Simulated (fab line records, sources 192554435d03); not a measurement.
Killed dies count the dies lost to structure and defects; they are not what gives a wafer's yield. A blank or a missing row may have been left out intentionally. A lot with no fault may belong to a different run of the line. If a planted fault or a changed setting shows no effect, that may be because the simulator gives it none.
Comparing a struck lot with a sound one | flow n5Finfet | 39 steps out of a route of 1938
Sound: the wafers L803.1, L803.4, L803.5. Wafers struck: L815.3, L815.4, L815.6. The cause is named last.
For every step that has rows: the tool of each side, followed by ch and its chambers, followed by its first start. Under that, the readings that differ: sound wafers | struck wafers | difference of the means | sigmas: that difference in standard deviations of wafers without a fault.
alike: readings whose means differ by less than 2 such deviations, and words and numbers that are the same on both sides. not compared: withheld readings, readings that some wafer has no value for, bounds like >300 that may hide the same value, and numbers for which the record gives no deviation and whose values overlap.
Wherever a step has rows on one side only, a row that says differs or no value, or a row with sigmas, the two part there. Numbers that don't overlap but have no deviation are shown without sigmas and don't part them. Lack of a reading on every wafer of one side parts them only where that side has two or more wafers.

first, 9 steps without rows for these wafers: N5_HKMG_FIN_SOFTBAKE_07 (time 60 s); N5_HKMG_FIN_EXPOSE_09 (exposes mask NWFM); N5_HKMG_FIN_PEB_10 (peb time 60 s); N5_HKMG_FIN_DEVELOP_11 (develop time 30 s); N5_HKMG_FIN_DESCUM_17 (chemistry O2, time 7.9 s); N5_HKMG_FIN_ETCH_31 (etches SiARC in CF4, target depth 45.5 nm, time 75.8 s); N5_HKMG_FIN_ETCH_32 (etches SOC in N2/H2, target depth 240 nm, time 300 s); N5_HKMG_FIN_STRIP_33 (strips in N2/H2); N5_HKMG_FIN_STRIP_34 (strips in CF4).
N5_HKMG_FIN_ETCH_35: etches SOC in N2/H2, target depth 215.8 nm, time 243.4 s.
  sound on rieDiel-01 ch 1,2,3, day 4 19:00; struck on rieDiel-05 ch 0,2,3, day 7 22:27
  no value came back on the struck wafers for any of 7 readings (biasW (W), chamberPressureMTorr (mTorr) and others); on the sound wafers biasW (W) reads 5.017 4.992 4.993
reading                                  | sound             | struck            | difference | sigmas
model.SOC_of_HKMG_FIN_COAT_29.thkNm (nm) | 86.2 96.4 83      | 298.8 299.6 300.2 | +211.0     | 
model.HKMG_FIN.featureDepthNm (nm)       | 213.6 203.2 217.2 | 249.4 245.4 234.8 | +31.9      | 
  not compared: rfHoursCounterH
N5_HKMG_FIN_STRIP_92: strips SOC in N2/H2, time 20 s.
  sound on rieDiel-01 ch 1,2,3, day 4 19:09; struck on rieDiel-05 ch 0,2,3, day 7 22:36
reading                                  | sound        | struck          | difference | sigmas
model.SOC_of_HKMG_FIN_COAT_29.thkNm (nm) | 76 86.8 72.8 | 288.2 289 290.2 | +210.6     | 
  alike: drypumpMotorCurrentA, oesProductAu, rfVppV, showerheadPlenumPTorr, throttleValvePct
  not compared: rfHoursCounterH
then, 26 steps without rows for these wafers: N5_HKMG_FIN_WET_ETCH_18 (etches TiN in SC1, time 55 s, target depth 5.2 nm, rinse time 30 s); N5_HKMG_FIN_STRIP_19 (strips in N2/H2, time 360 s); N5_HKMG_FIN_ALD_91 (deposits TiN, target thk 1 nm, pulse time 1 s, purge time 3 s); N5_HKMG_FIN_COAT_85 (time 60 s, resist thk 300 nm); N5_HKMG_FIN_ETCH_86 (etches SOC in N2/H2, stops on TiN, target depth 393.2 nm); N5_HKMG_FIN_STRIP_89 (strips SOC in N2/H2, time 20 s); N5_HKMG_FIN_WET_ETCH_87 (etches TiN in SC1, time 154.2 s, target depth 4.7 nm, rinse time 30 s); N5_HKMG_FIN_STRIP_88 (strips in N2/H2, time 360 s); N5_HKMG_FIN_NWFM_ALD_20 (deposits TiAlC, target thk 2 nm, pulse time 3 s, purge time 2 s); N5_HKMG_FIN_ALD_71 (deposits TiN, target thk 1 nm, pulse time 1 s, purge time 3 s); N5_HKMG_FIN_COAT_66 (time 60 s, resist thk 300 nm); N5_HKMG_FIN_ETCH_67 (etches SOC in N2/H2, stops on TiN, target depth 388.9 nm); N5_HKMG_FIN_STRIP_90 (strips SOC in N2/H2, time 20 s); N5_HKMG_FIN_WET_ETCH_73 (etches the open film in SC1, time 42.3 s, target depth 1.3 nm, rinse time 30 s); N5_HKMG_FIN_ETCHBACK_68 (etches the open film in Cl2/Ar, stops on HfO2, target depth 0.5 nm); N5_HKMG_FIN_STRIP_69 (strips in N2/H2, time 360 s); N5_HKMG_FIN_ALD_21 (deposits TiN, target thk 1.5 nm, pulse time 1 s, purge time 3 s); N5_HKMG_FIN_ALD_72 (deposits W, target thk 2 nm, pulse time 1 s, purge time 2 s); N5_HKMG_FIN_W_FILL_22 (material W, target thk 60 nm, time 18.2 s); N5_HKMG_FIN_PRECLEAN_83 (cleans in DIW, time 57.5 s); N5_HKMG_FIN_SRD_84 (dry time 32 s); N5_HKMG_FIN_CMP_23 (polishes, stops on SiNx, t overpolish 10 s, target thk 46.326 nm); N5_HKMG_FIN_CMP_94 (polishes, stops on SiNx, t overpolish 4.7 s, target thk 43.299 nm); N5_GATE_CUT_ETCHBACK_00 (etches W in SF6/Cl2); N5_GATE_CUT_ETCH_56 (etches TiN in Cl2/Ar, target depth 21.6 nm); N5_GATE_CUT_ETCHBACK_30 (etches TiN in Cl2/Ar, target depth 3 nm).
-- the record jumps here: 7 days lie between the struck wafers' starts before and after (it left off in module GATE_CUT and takes up again in module BEOL_M4, whose first step shown is number 1111 of the route) --
N5_BEOL_M4_RC_MEAS_101:
  sound on prober-02 ch 0, day 12 12:32; struck on prober-01 ch 0, day 15 09:11
reading             | sound                      | struck                     | difference | sigmas
IOFF_N (nA/um)      | 0.14 0.21 0.22             | 0.00 0.00 0.00             | -0.19      | -5
IOFF_N_85C (nA/um)  | 2.9 3.9 4.1                | 0.0 0.0 0.0                | -3.6       | -6
IOFF_N_LIN (nA/um)  | 0.069 0.089 0.090          | 0.000 0.000 0.000          | -0.083     | -6
IOFF_N_LONG (nA/um) | 5.15e-05 5.21e-05 5.25e-05 | 3.01e-05 3.03e-05 2.95e-05 | -2.21e-05  | -8
ION_N (uA/um)       | 672 679 685                | 246 239 238                | -438       | -36
VT_N (mV)           | 250 248 245                | 460 455 456                | +209       | +65
VT_N_LONG (mV)      | 277.0 278.3 276.6          | 479.2 480.6 482.3          | +203.4     | +97
VT_N_LVT (mV)       | 100 96 95                  | 306 309 312                | +212       | +66
  alike: DIBL_N, DIBL_P, IOFF_P, ION_P, SS_N, SS_P, VT_P
-- here the record skips 4 days between the struck wafers' starts before and after, leaving off in module BEOL_M4 and picking up in module PASSIVATION (first step shown: number 1936 of the route) --
N5_PASSIVATION_PROBE_49:
  sound on prober-01 at day 17 08:16; struck on prober-01 at day 19 18:29
reading              | sound          | struck            | difference | sigmas
sort_bin_8_speed (%) | 0 0 0          | 94.07 91.36 91.36 | +92.26     | +99 or more
sortNPass            | 1073 1080 1051 | 0 0 0             | -1068      | -63
sortYieldPct (%)     | 90.9 91.5 89.1 | 0 0 0             | -90        | -65
  alike: defectLimitedYield, killed_at_M0_to_M3, killed_at_M4_up, killedAtContacts, killedAtFrontEnd, killedAtOther, killedDies, killedOpen, killedShort, sort_bin_5_function, sort_bin_6_memory

## WHERE THEY PART
At N5_HKMG_FIN_ETCH_35 first; at N5_PASSIVATION_PROBE_49 last (within this record only).

WHY: what had been put in by the simulator
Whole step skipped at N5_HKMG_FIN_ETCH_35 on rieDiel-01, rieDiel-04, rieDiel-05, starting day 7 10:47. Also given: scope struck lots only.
